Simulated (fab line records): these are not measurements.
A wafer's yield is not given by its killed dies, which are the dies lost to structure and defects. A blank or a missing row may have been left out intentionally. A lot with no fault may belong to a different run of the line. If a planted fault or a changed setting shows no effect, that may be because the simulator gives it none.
A lot that was struck, set against a sound lot :: flow nandHarc :: 13 out of 1302 route steps
Sound: wafers L219.1, L219.3, L219.5. Wafers struck: L205.2, L205.4, L205.6. The cause comes at the end.
Order at every step that has rows: each side's tool, ch and its chambers, its first start. Under that, the readings that differ: sound wafers :: struck wafers :: difference of the means :: sigmas: that difference in standard deviations of wafers without a fault.
alike: same words and numbers on both sides, and readings whose means sit less than 2 such deviations apart. not compared: any withheld reading, any reading some wafer has no value for, any bound like >300 that may hide the same value, and any number with overlapping values for which the record gives no deviation.
A row with sigmas, a row that says differs or no value, or rows on one side alone: a step with any of these is where the two part. Non-overlapping numbers with no deviation appear without sigmas and do not part them. Lack of a reading on every wafer of one side parts them only where that side has two or more wafers.

NHARC_A_WL_FILL_INSPECT_15:
  struck on defectInspect-01, day 23 00:02; sound on defectInspect-02, day 29 10:52
  alike: rawDefectCount
NHARC_A_CONTACT_DEP_24: deposits SiO2, target thk 500 nm.
  sound on pecvd-04 ch 0,2, day 29 10:56; struck on pecvd-03 ch 0,2, day 23 00:14
  alike: heaterPowerW, rfFwdPowerW, throttleValvePct
NHARC_A_CONTACT_DEP_28: deposits aC, target thk 7000 nm.
  sound on aclDep-01 ch 0, day 29 11:34; struck on aclDep-02 ch 0, day 23 01:26
  alike: throttleValvePct
NHARC_A_CONTACT_DEP_29: deposits SiON, target thk 100 nm.
  sound on pecvd-04 ch 0,1, day 29 15:53; struck on pecvd-01 ch 1,2, day 23 05:05
  alike: heaterPowerW, rfFwdPowerW
then, 7 steps without rows for these wafers: NHARC_A_CONTACT_DEHYDRATE_32 (time 120 s); NHARC_A_CONTACT_HMDS_33 (time 30 s); NHARC_A_CONTACT_COAT_34 (time 75 s); NHARC_A_CONTACT_COAT_35 (time 65 s); NHARC_A_CONTACT_COAT_36 (resist thk 90 nm); NHARC_A_CONTACT_SOFTBAKE_37 (time 55 s); NHARC_A_CONTACT_EBR_38.
NHARC_A_CONTACT_EXPOSE_39: exposes mask A CC 3.
  sound on arfiScanner-02 ch 0, day 29 16:20; struck on arfiScanner-03, day 23 05:31
  no value came back on the struck wafers for exposureDoseMJCm2, focusOffsetNm (nm), sigmaOuter; on the sound wafers exposureDoseMJCm2 reads 58.67 58.67 58.57
  alike: mask
then, 1 step without rows for these wafers: NHARC_A_CONTACT_PEB_40 (peb time 65 s).

== WHERE THEY PART ==
Only at NHARC_A_CONTACT_EXPOSE_39, within this record.

WHY: what had been put in by the simulator
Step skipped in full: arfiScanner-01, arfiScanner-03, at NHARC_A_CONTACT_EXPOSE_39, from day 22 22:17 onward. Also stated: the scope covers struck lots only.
